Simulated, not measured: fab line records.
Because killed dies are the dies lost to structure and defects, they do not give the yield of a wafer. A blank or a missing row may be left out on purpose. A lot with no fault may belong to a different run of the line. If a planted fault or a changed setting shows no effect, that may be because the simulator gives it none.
Lot-split experiment | flow n5 finfet | 21 wafers read from 7 lots, route of 1938 steps

## ABOUT THE SPLIT
At N5_SDB_HM_DEP_00 (deposits SiNx from SiH4/NH3/N2, target thk 40 nm, time 35.3 s), the setting time s was moved away from the recipe's 35.3 s on 5 of the 21 wafers read, by -13.5% to +9.9%. The other wafers ran this setting at the recipe's value.

## FROM THE SPLIT TO THE READING: what the file shows between them, 10 steps
- N5_SDB_COAT_03: time 60 s, resist thk 100 nm
- N5_SDB_COAT_04: time 60 s, resist thk 18 nm
- N5_SDB_STRIP_19: strips in N2/H2
- N5_SDB_STRIP_21: strips in CF4
- N5_SDB_HM_OPEN_20: chemistry CH3F/O2, target SiNx, stops on poly-Si, target depth 24 nm
- N5_SDB_STRIP_22: strips in N2/H2
- N5_SDB_PRECLEAN_23: cleans in dHF, time 30 s
- N5_SDB_DUMMY_REMOVE_24: chemistry TMAH, target poly-Si, stops on SiO2, target depth 142 nm, time 57 s, rinse time 30 s
- N5_SDB_ETCH_25: etches SiO2 in C4F6/O2, target depth 10 nm, time 3.3 s
- N5_SDB_CUT_ETCH_26: etches Si in HBr/Cl2/O2, target depth 129.6 nm, bt time 20 s, time 51.8 s

## THE READING
SiNx_of_SDB_HM_DEP_00.thk nm (the simulator's own value, which no gauge read), in nm, at N5_SDB_PRECLEAN_38 (cleans in dHF, time 10 s). The file does not state a usual value for it. Here, 16 wafers ran the recipe; their average is 21.7 nm with a standard deviation of 0.6 nm.

wafer  | tool, chamber at the split | time s as run, s | against the recipe | SiNx_of_SDB_HM_DEP_00.thk nm, nm | against lot-mates on the recipe
L079.3 | pecvd-03, 2                | 35.3             | recipe             | 21.2                             | -
L079.4 | pecvd-03, 0                | 35.3             | recipe             | 22.2                             | -
L079.5 | pecvd-03, 2                | 30.54            | -13.5%             | 16.4                             | -5.3
L087.2 | pecvd-03, 0                | 35.3             | recipe             | 21.2                             | -
L087.4 | pecvd-03, 0                | 33.36            | -5.5%              | 19.2                             | -2.0
L087.5 | pecvd-03, 1                | 33.36            | -5.5%              | 21.2                             | +0.0
L089.2 | pecvd-01, 1                | 35.3             | recipe             | 21.2                             | -
L089.5 | pecvd-01, 0                | 38.81            | +9.9%              | 26                               | +4.4
L089.6 | pecvd-01, 1                | 35.3             | recipe             | 22                               | -
L091.1 | pecvd-01, 0                | 35.3             | recipe             | 20.8                             | -
L091.4 | pecvd-01, 2                | 35.3             | recipe             | 22.2                             | -
L091.6 | pecvd-01, 1                | 35.3             | recipe             | 21.2                             | -
L093.2 | pecvd-03, 2                | 35.3             | recipe             | 20.8                             | -
L093.5 | pecvd-03, 1                | 33.22            | -5.9%              | 20.4                             | -0.7
L093.6 | pecvd-03, 0                | 35.3             | recipe             | 21.4                             | -
L094.3 | pecvd-01, 2                | 35.3             | recipe             | 22.2                             | -
L094.4 | pecvd-01, 1                | 35.3             | recipe             | 22.2                             | -
L094.5 | pecvd-01, 2                | 35.3             | recipe             | 22.4                             | -
L097.1 | pecvd-03, 1                | 35.3             | recipe             | 21.6                             | -
L097.3 | pecvd-03, 1                | 35.3             | recipe             | 22.8                             | -
L097.5 | pecvd-03, 0                | 35.3             | recipe             | 22.2                             | -

FIT RESULTS
A straight line over all 21 wafers: SiNx_of_SDB_HM_DEP_00.thk nm changes by +0.375 nm for each +1% of time s; r = +0.92; the points scatter about the line by 0.7 nm.
The same after taking each lot's own level away (the mean of its wafers on the recipe; 21 wafers): +0.356 nm for each +1%; r = +0.91; scatter 0.69 nm.
On that fit, the largest move of time s shifts the reading by 4.8 nm.
Across the lots, their own levels run from 21.10 to 22.27 nm, a range of 1.9 times the standard deviation given above.
Hence the lot-to-lot level has little effect on the slope; both slopes agree.
Check: -3.99 nm against its lot-mates is what the line predicts for one of the wafers moved furthest among these (-13.5%) when that wafer is left out of the fit. Against them it came out at -5.3 nm.

## THESE WAFERS: OTHER SPLITS
These wafers also went through other splits before the reading. Each is held against what the fit with the lots' levels taken away leaves over:
other split on the same wafers | wafers away from the commonest value | r with SiNx_of_SDB_HM_DEP_00.thk nm (lot level and that fit taken away)
N5_SD_EPI_N_PRECLEAN_49 time s | 6                                    | -0.04
N5_ILD0_ALD_15 ald cycles      | 6                                    | -0.11

## THE WHOLE CHAIN: every reading that the file lists as answering this split, in the file's order
step               | what it does                                                              | reading                                                                       | change (the file's fit)               | r (the file's)
N5_SDB_HM_DEP_00   | deposits SiNx from SiH4/NH3/N2, target thk 40 nm, time 35.3 s             | SiNx_of_SDB_HM_DEP_00.thk nm (the simulator's own value, which no gauge read) | +0.394 nm for each +1% of the setting | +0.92
N5_SDB_HM_OPEN_20  | chemistry CH3F/O2, target SiNx, stops on poly-Si, target depth 24 nm      | etch.depth nm (the simulator's own value, which no gauge read)                | +0.39 nm for each +1% of the setting  | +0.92
N5_SDB_CUT_ETCH_26 | etches Si in HBr/Cl2/O2, target depth 129.6 nm, bt time 20 s, time 51.8 s | SiNx_of_SDB_HM_DEP_00.thk nm (the simulator's own value, which no gauge read) | +0.374 nm for each +1% of the setting | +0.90
N5_SDB_PRECLEAN_38 | cleans in dHF, time 10 s                                                  | SiNx_of_SDB_HM_DEP_00.thk nm (the simulator's own value, which no gauge read) | +0.361 nm for each +1% of the setting | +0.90

## FILE'S OWN FIT
SiNx_of_SDB_HM_DEP_00.thk nm changes by +0.361 nm for each +1% of time s, r = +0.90.
